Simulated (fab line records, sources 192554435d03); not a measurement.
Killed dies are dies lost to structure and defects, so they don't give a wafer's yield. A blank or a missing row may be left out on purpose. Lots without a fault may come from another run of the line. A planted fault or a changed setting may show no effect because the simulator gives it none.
fab line records | flow n5_finfet
record lots=11 wafers=29 last_day=18
route steps=1938 shown BEOL_M3@1012 BEOL_M4@1035
lots that met no fault: from a run of the same line without faults
start_h: hours from the record's first day to the start of the lot's first wafer shown | wait_h: hours since the lot's step before | " the same as in the row above | L1.1+2: a row that stands for several wafers | - no value, or no start given | * or withheld: withheld | < > ~ a bound
route shown NAME@n: a module of which the file shows steps, and the number in the route of the first | usual: mean/standard deviation of fault-free wafers | same: alike in all rows | chamber/n: place in a boat | sites: the reading at each site | _std_site: their standard deviation | _edge_site: outer sites' mean less inner sites' | radius_mm: how far each site lies from the wafer's centre | mask NAME#n: copy n | behind: the tool/chamber that last shaped the wafer | hold: why the lot was held/for how many hours/how that ended | device: the transistor (n, p or np) that didn't switch | end of line: the same wafers' tests at the end of the route | a step without rows: its recipe alone | killed: dies lost to structure and defects at the first sort, not the wafer's yield | map: a wafer's dies, x killed, . not, _ none there
set.NAME: the setting as run; set.NAME@STEP: as run at that earlier step | model.NAME: the simulator's own value behind a step, which no gauge read
steps of the route over a sample of lots; a table a step, a row a wafer
services: from which hour (start_h, from the record's first day; less than 0 if before it) a tool's chamber was out of use, for how many hours, and why
## steps
# step N5_BEOL_M3_ANNEAL_51
# recipe temp_c=225 time_s=90 ambient=N2
# usual anneal_temp_c_max=225.9/0.31 wafer_temp_C_max=225.83/0.23
# columns lot.wafer tool chamber start_h wait_h anneal_temp_c_max wafer_temp_C_max
L602.2 rtp_anneal-01 0 163.78 0.1 225.8 225.95
L602.3 " 0 " " 225.5 226.03
L602.5 " 0 " " 225.7 226.15
L603.3 rtp_anneal-01 0 174.65 0.1 225.9 225.60
L603.4 " 0 " " 225.6 225.54
L603.6 " 0 " " 225.8 225.61
L606.1 rtp_anneal-02 0 179.12 0.1 225.9 226.19
L606.4 " 0 " " 225.9 225.93
L608.1 rtp_anneal-02 0 197.66 0.1 225.8 225.65
L608.6 " 0 " " 225.7 225.45
L607.1 rtp_anneal-01 0 202.34 0.2 225.8 226.11
L607.6 " 0 " " 225.8 226.07
L611.2 rtp_anneal-01 0 215.93 0.2 225.5 225.80
L611.3 " 0 " " 225.5 225.91
L611.4 " 0 " " 225.7 225.64
L614.1 rtp_anneal-01 0 233.48 0.2 225.4 225.66
L614.6 " 0 " " 225.6 225.67
L613.3 rtp_anneal-02 0 239.04 0.1 226.1 225.95
L613.4 " 0 " " 225.9 225.92
L613.5 " 0 " " 225.8 226.07
L615.3 rtp_anneal-02 0 247.64 0.1 225.9 225.87
L615.4 " 0 " " 226.3 225.96
L615.6 " 0 " " 225.9 225.83
L624.3 rtp_anneal-01 0 298.23 0.1 225.4 225.90
L624.5 " 0 " " 225.7 225.65
L624.6 " 0 " " 225.7 225.90
L625.2 rtp_anneal-01 0 303.02 0.1 225.7 225.52
L625.3 " 0 " " 225.8 225.56
L625.5 " 0 " " 225.8 225.61
# step N5_BEOL_M4_OVL_MEAS_12
# recipe points_per_wafer=522
# usual M4_OVL=0.1/0.66
# columns lot.wafer tool chamber start_h wait_h M4_OVL[nm]
L602.2 overlay-01 0 166.34 0.0 -0.4
L602.3 " 0 " " 0.2
L602.5 " 0 " " 0.3
L603.3 overlay-02 0 176.76 0.0 0.5
L603.4 " 0 " " -0.1
L603.6 " 0 " " -0.8
L606.1 overlay-01 0 181.40 0.0 1.6
L606.4 " 0 " " 1.5
L608.1 overlay-01 0 199.28 0.0 -0.3
L608.6 " 0 " " 0.7
L607.1 overlay-02 0 208.13 0.0 0.7
L607.6 " 0 " " 0.1
L611.2 overlay-02 0 218.04 0.0 -0.1
L611.3 " 0 " " 0.4
L611.4 " 0 " " 0.2
L614.1 overlay-02 0 235.61 0.0 -0.8
L614.6 " 0 " " -0.3
L613.3 overlay-01 0 241.97 0.0 -0.5
L613.4 " 0 " " -0.7
L613.5 " 0 " " 0.3
L615.3 overlay-02 0 250.79 0.0 0.5
L615.4 " 0 " " -0.1
L615.6 " 0 " " 0.6
L624.3 overlay-02 0 303.68 0.0 0.0
L624.5 " 0 " " -0.5
L624.6 " 0 " " 0.0
L625.2 overlay-01 0 306.23 0.0 0.2
L625.3 " 0 " " -0.9
L625.5 " 0 " " -0.4
# step N5_BEOL_M4_COAT_68
# recipe resist=SiARC temp_c=220 time_s=60 spin_rpm=1500 resist_thk_nm=12
# usual chill_plate_temp_C=23.01/0.11 spin_speed_rpm=1500.0/1.1
# columns lot.wafer tool chamber start_h wait_h chill_plate_temp_C spin_speed_rpm
L602.2 litho_track-05 0 167.03 - 23.18 1500.1
L602.3 " 0 " " 23.30 1499.2
L602.5 " 0 " " 23.16 1500.3
L603.3 litho_track-02 0 177.34 - 23.10 1500.5
L603.4 " 0 " " 22.91 1500.5
L603.6 " 0 " " 23.14 1500.4
L606.1 litho_track-02 0 181.99 - 23.01 1500.7
L606.4 " 0 " " 22.97 1499.6
L608.1 litho_track-03 0 199.84 - 22.74 1499.4
L608.6 " 0 " " 22.96 1501.5
L607.1 litho_track-05 0 209.49 - 23.16 1502.5
L607.6 " 0 " " 23.02 1500.5
L611.2 litho_track-05 0 218.64 - 22.94 1500.6
L611.3 " 0 " " 23.03 1500.5
L611.4 " 0 " " 22.88 1499.0
L614.1 litho_track-02 0 236.18 - 23.16 1499.3
L614.6 " 0 " " 23.22 1500.3
L613.3 litho_track-05 0 242.54 - 22.88 1501.6
L613.4 " 0 " " 22.88 1501.5
L613.5 " 0 " " 22.94 1502.2
L615.3 litho_track-05 0 251.43 - 23.03 1500.2
L615.4 " 0 " " 22.98 1499.0
L615.6 " 0 " " 22.99 1499.3
L624.3 litho_track-05 0 304.26 - 22.99 1455.5
L624.5 " 0 " " 23.05 1455.6
L624.6 " 0 " " 22.90 1454.8
L625.2 litho_track-05 0 306.91 - 23.00 1456.9
L625.3 " 0 " " 23.07 1456.2
L625.5 " 0 " " 23.03 1455.2
# step N5_BEOL_M4_DESCUM_33
# recipe chemistry=O2 time_s=7 source_power_w=50 bias_power_w=20 pressure_mtorr=20 rf_frequency_hz=2.712e+07 temp_c=40 resist=CAR-EUV o2_flow_sccm=225
# usual chamber_pressure_mTorr=19.999/0.019 drypump_motor_current_A=5.6/0.41 oes_product_au=0.78/0.07 rf_vpp_V=243.1/1.5 showerhead_plenum_p_Torr=2.10/0.074 throttle_valve_pct=20.43/0.17
# columns lot.wafer tool chamber start_h wait_h chamber_pressure_mTorr drypump_motor_current_A oes_product_au rf_hours_counter_h rf_vpp_V showerhead_plenum_p_Torr throttle_valve_pct
L602.2 rie_diel-01 0 167.44 0.0 20.015 6.2 0.75 122 241.6 2.03 20.64
L602.3 " 3 " " 19.960 5.5 0.75 126 242.1 2.02 20.63
L602.5 " 0 " " 20.015 6.2 0.76 - 242.8 2.03 20.64
L603.3 rie_diel-01 2 177.91 0.2 19.958 5.7 0.80 91 244.1 2.12 20.31
L603.4 " 1 " " 19.967 5.7 0.79 97 242.8 2.03 20.18
L603.6 " 2 " " 20.037 5.6 0.80 - 244.2 2.12 20.30
L606.1 rie_diel-04 1 182.39 0.0 20.012 5.8 0.78 133 243.6 2.13 20.58
L606.4 " 0 " " 19.986 5.5 0.70 240 241.9 1.99 20.48
L608.1 rie_diel-02 2 200.26 0.0 20.015 5.8 0.78 106 245.0 2.16 20.15
L608.6 " 1 " " 19.990 5.2 0.75 - 243.5 2.09 20.34
L607.1 rie_diel-01 0 209.90 0.0 19.965 6.2 0.75 136 240.9 2.03 20.69
L607.6 " 1 " " 19.979 5.8 0.79 - 242.3 2.02 20.19
L611.2 rie_diel-01 1 219.14 0.1 19.992 5.8 0.77 110 241.2 2.02 20.21
L611.3 " 0 " " 19.959 6.2 0.73 140 241.8 2.03 20.68
L611.4 " 3 " " 19.988 5.4 0.74 143 240.6 2.02 20.67
L614.1 rie_diel-04 3 236.71 0.0 19.994 5.7 0.70 220 245.2 2.16 20.41
L614.6 " 3 " " 19.970 5.7 0.69 - 244.0 2.16 20.42
L613.3 rie_diel-01 3 242.94 0.0 19.984 5.4 0.73 151 241.8 2.01 20.67
L613.4 " 2 " " 20.027 5.6 0.78 112 243.3 2.11 20.35
L613.5 " 0 " " 19.999 6.2 0.73 - 240.6 2.02 20.68
L615.3 rie_diel-04 3 251.90 0.1 20.017 5.7 0.70 225 244.5 2.16 20.43
L615.4 " 0 " " 20.020 5.6 0.94 - 245.3 2.25 20.23
L615.6 " 3 " " 20.021 5.7 0.69 - 244.4 2.16 20.42
L624.3 rie_diel-01 2 304.69 0.1 20.000 5.6 0.77 134 243.2 2.10 20.37
L624.5 " 3 " " 19.959 5.4 0.72 - 241.4 2.01 20.71
L624.6 " 2 " " 19.997 5.6 0.75 - 244.2 2.10 20.35
L625.2 rie_diel-04 3 307.44 0.0 20.009 5.7 0.68 247 243.5 2.15 20.46
L625.3 " 2 " " 19.998 4.7 0.83 67 243.2 2.11 20.46
L625.5 " 2 " " 20.011 4.7 0.83 - 244.1 2.11 20.46
# step N5_BEOL_M4_RC_MEAS_101
# usual DIBL_N=35.8/2.2 DIBL_P=35.3/2.7 IOFF_N=0.16/0.043 IOFF_P=0.21/0.043 ION_N=676/15 ION_P=463/9.1 SS_N=71.4/0.77 SS_P=73.0/0.79 VT_N=250/4 VT_P=-249.8/2.8
# columns lot.wafer tool chamber start_h wait_h DIBL_N[mV/V] DIBL_P[mV/V] IOFF_N[nA/um] IOFF_P[nA/um] ION_N[uA/um] ION_P[uA/um] SS_N[mV/dec] SS_P[mV/dec] VT_N[mV] VT_P[mV]
L602.2 prober-02 0 176.18 0.2 37.7 39.0 0.19 0.24 689 474 70.9 72.4 242 -246.0
L602.3 " 0 " " 40.3 41.7 0.25 0.30 708 481 71.5 73.9 240 -244.5
L602.5 " 0 " " 35.7 37.3 0.17 0.22 694 478 70.7 72.3 244 -247.6
L603.3 prober-01 0 185.57 0.3 33.6 32.6 0.11 0.16 674 460 70.4 72.6 254 -251.9
L603.4 " 0 " " 35.9 34.8 0.14 0.20 674 461 71.5 72.8 252 -248.7
L603.6 " 0 " " 35.9 34.9 0.14 0.20 691 472 71.7 73.2 251 -249.1
L606.1 prober-02 0 197.47 0.0 35.9 35.7 0.13 0.19 645 447 71.4 73.9 255 -252.4
L606.4 " 0 " " 38.0 37.9 0.19 0.22 697 470 71.5 74.1 246 -249.1
L608.1 prober-01 0 212.31 0.0 35.9 37.5 0.16 0.20 672 460 71.6 73.0 249 -250.0
L608.6 " 0 " " 36.5 38.6 0.16 0.23 661 454 71.9 73.5 250 -248.3
L607.1 prober-02 0 216.24 0.0 37.4 36.2 0.17 0.24 681 474 71.5 73.3 251 -248.1
L607.6 " 0 " " 38.7 38.2 0.19 0.28 695 475 72.6 73.8 247 -247.4
L611.2 prober-02 0 228.23 0.2 35.8 33.7 0.16 0.19 682 468 70.4 72.5 247 -248.5
L611.3 " 0 " " 37.3 35.3 0.17 0.20 685 466 71.9 74.0 248 -251.6
L611.4 " 0 " " 34.9 34.2 0.14 0.19 674 469 71.3 73.3 250 -251.7
L614.1 prober-01 0 247.59 0.0 36.4 36.0 0.16 0.19 690 464 70.8 73.7 249 -250.6
L614.6 " 0 " " 38.4 38.3 0.21 0.23 670 450 72.7 73.3 245 -248.7
L613.3 prober-01 0 251.10 0.3 36.1 37.7 0.16 0.24 691 475 71.5 73.4 248 -245.8
L613.4 " 0 " " 35.0 34.5 0.13 0.19 675 465 71.2 72.5 253 -250.0
L613.5 " 0 " " 38.0 38.7 0.19 0.27 686 470 72.1 73.5 249 -247.0
L615.3 prober-01 0 262.66 0.3 40.6 39.8 0.27 0.30 704 478 72.7 75.1 240 -246.0
L615.4 " 0 " " 32.5 31.5 0.11 0.16 668 460 70.4 72.3 253 -252.3
L615.6 " 0 " " 39.4 38.9 0.24 0.28 703 475 71.9 74.9 244 -246.3
L624.3 prober-01 0 314.68 0.3 35.3 33.6 0.14 0.21 667 466 71.1 72.9 249 -250.5
L624.5 " 0 " " 35.0 31.5 0.12 0.16 660 459 71.0 72.0 254 -252.2
L624.6 " 0 " " 35.3 33.0 0.14 0.18 682 466 71.3 72.1 251 -250.8
L625.2 prober-02 0 316.96 0.2 32.9 32.4 0.11 0.15 637 436 70.9 71.5 255 -254.5
L625.3 " 0 " " 33.3 34.0 0.13 0.18 674 458 71.1 72.9 248 -248.6
L625.5 " 0 " " 36.5 36.4 0.17 0.21 658 450 72.3 73.1 249 -250.6
## services
# columns tool chamber start_h hours kind
rie_diel-02 2 180.71 1.5 repair
rie_diel-02 3 182.82 5.4 repair
rie_diel-04 0 204.10 - clean
rie_diel-04 0 204.10 - consumable_replace:focus_ring
rie_diel-04 0 204.10 - consumable_replace:showerhead
rie_diel-04 0 204.10 12.5 scheduled_down
rie_diel-04 0 204.10 12.5 vent_cycle
rie_diel-01 - 205.96 2.7 repair
litho_track-05 - 211.65 - consumable_replace:filter
rie_diel-04 1 218.53 47.5 repair
litho_track-05 - 236.04 - consumable_replace:filter
litho_track-05 - 243.01 - consumable_replace:filter
rie_diel-02 2 251.79 2.0 repair
rie_diel-02 0 254.07 3.1 repair
rtp_anneal-02 - 257.23 5.3 pm
rie_diel-04 1 304.65 10.7 repair
## key
first_sign step=N5_BEOL_M4_COAT_68 reading=spin_speed_rpm direction=down sigmas=40 usual=* struck=*
effect none on later readings
met_at N5_BEOL_M4_COAT_68
struck_lots L624,L625
not_acting_at N5_BEOL_M3_ANNEAL_51,N5_BEOL_M4_OVL_MEAS_12,N5_BEOL_M4_DESCUM_33
onset_between 251.43 304.26
fault kind=process_parameter_drift tool=litho_track-05 chamber=- onset_h=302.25 steps=N5_BEOL_M4_COAT_68 channel=spin_rpm offset=* shape=step end_h=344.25 acts_in=* stated=*
